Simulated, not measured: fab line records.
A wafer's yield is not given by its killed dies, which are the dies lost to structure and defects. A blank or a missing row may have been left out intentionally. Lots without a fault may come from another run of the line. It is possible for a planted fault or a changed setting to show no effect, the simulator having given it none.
What tool caused it?    flow n5-finfet    28 wafers from 10 lots sampled at 5 of the route's 1938 steps

WHAT EACH GAUGE READ, for each wafer
N5_BEOL_M4_RC_MEAS_101.
lot   measured      on         DIBL_N (mV/V)
L681  day 8 17:35   prober-01  37.9 39.5 37.5
L684  day 8 12:47   prober-01  33.5 35.6 35.8
L687  day 9 06:20   prober-01  35.2 38.6 39.4
L688  day 9 13:22   prober-02  36.1 36.6 36.8
L690  day 10 08:43  prober-01  43.2 38.0 35.8
L699  day 12 15:34  prober-01  34.4 37.2 38.1
L701  day 12 20:01  prober-02  35.4 37.2
L702  day 13 11:34  prober-01  35.2 33.2 35.0
L703  day 13 14:06  prober-02  37.3 33.3 37.4
L704  day 13 14:38  prober-01  34.0 39.7

TOOL THAT RAN EACH LOT (tool first, then ch and the chambers of the sampled wafers, then the start)
lot   N5_PMOS_HMC_CHANNEL_EPI_ETCH_38  N5_FIN_SAQP_PECVD_48            N5_FIN_SAQP_PECVD_06            N5_FIN_SAQP_COAT_50
L681  rie-si-04 ch 2,3, day 1 17:48    pecvd-01 ch 0,2, day 1 20:59    pecvd-01 ch 0,2, day 1 21:01    litho-track-02 ch 0, day 1 21:15
L684  rie-si-02 ch 0,1,2, day 2 12:26  pecvd-04 ch 0,1,2, day 2 15:29  pecvd-04 ch 0,1,2, day 2 15:31  litho-track-01 ch 0, day 2 15:43
L687  rie-si-06 ch 0,2,3, day 3 05:57  pecvd-04 ch 0,1,2, day 3 09:04  pecvd-04 ch 0,1,2, day 3 09:07  litho-track-01 ch 0, day 3 09:19
L688  rie-si-04 ch 0,1,2, day 3 11:46  pecvd-01 ch 0,1,2, day 3 15:02  pecvd-01 ch 0,1,2, day 3 15:05  litho-track-01 ch 0, day 3 15:17
L690  rie-si-02 ch 2,3, day 4 00:30    pecvd-02 ch 1,2, day 4 03:41    pecvd-02 ch 1,2, day 4 03:43    litho-track-01 ch 0, day 4 03:55
L699  rie-si-04 ch 2,3, day 6 06:49    pecvd-02 ch 1,2, day 6 10:35    pecvd-02 ch 1,2, day 6 10:37    litho-track-03 ch 0, day 6 10:50
L701  rie-si-06 ch 1,2, day 6 18:02    pecvd-04 ch 0,1, day 6 21:03    pecvd-04 ch 0,1, day 6 21:05    litho-track-02 ch 0, day 6 21:19
L702  rie-si-04 ch 1,2, day 6 23:52    pecvd-01 ch 2, day 7 03:19      pecvd-01 ch 2, day 7 03:22      litho-track-01 ch 0, day 7 03:37
L703  rie-si-04 ch 0,2, day 7 07:05    pecvd-01 ch 1,2, day 7 10:19    pecvd-01 ch 1,2, day 7 10:21    litho-track-01 ch 0, day 7 10:34
L704  rie-si-06 ch 0,1, day 7 12:18    pecvd-01 ch 1,2, day 7 15:30    pecvd-01 ch 1,2, day 7 15:33    litho-track-02 ch 0, day 7 15:44
- N5_PMOS_HMC_CHANNEL_EPI_ETCH_38: etches SiO2 in CF4, target depth 1.5 nm.
- N5_FIN_SAQP_PECVD_48: deposits SiNx from SiH4/NH3/N2, target thk 25 nm, time 22.1 s.
- N5_FIN_SAQP_PECVD_06: deposits a-Si from SiH4/He, target thk 60 nm, time 48.1 s.
- N5_FIN_SAQP_COAT_50: time 60 s, resist thk 35 nm.

THE ANSWER, worked out from the rows above alone
Rule: what is usual is taken from the lots themselves. Put in order of their means at a reading, lots are off if they are a third of the lots or fewer, leave a main group of 4 or more, and stand apart from it by a gap of 3 or more times the standard deviation of the main group's means; of several such gaps the widest counts. A main group is skipped when, at the precision printed for the reading in the tables above, its means are all equal. Also off: a lot with no number at a reading for which 4 or more lots have one. The other lots that the step has rows for count as sound.
Across all readings shown, no lot is off: no conclusion can be drawn from this.

WHAT THE SIMULATOR PUT IN
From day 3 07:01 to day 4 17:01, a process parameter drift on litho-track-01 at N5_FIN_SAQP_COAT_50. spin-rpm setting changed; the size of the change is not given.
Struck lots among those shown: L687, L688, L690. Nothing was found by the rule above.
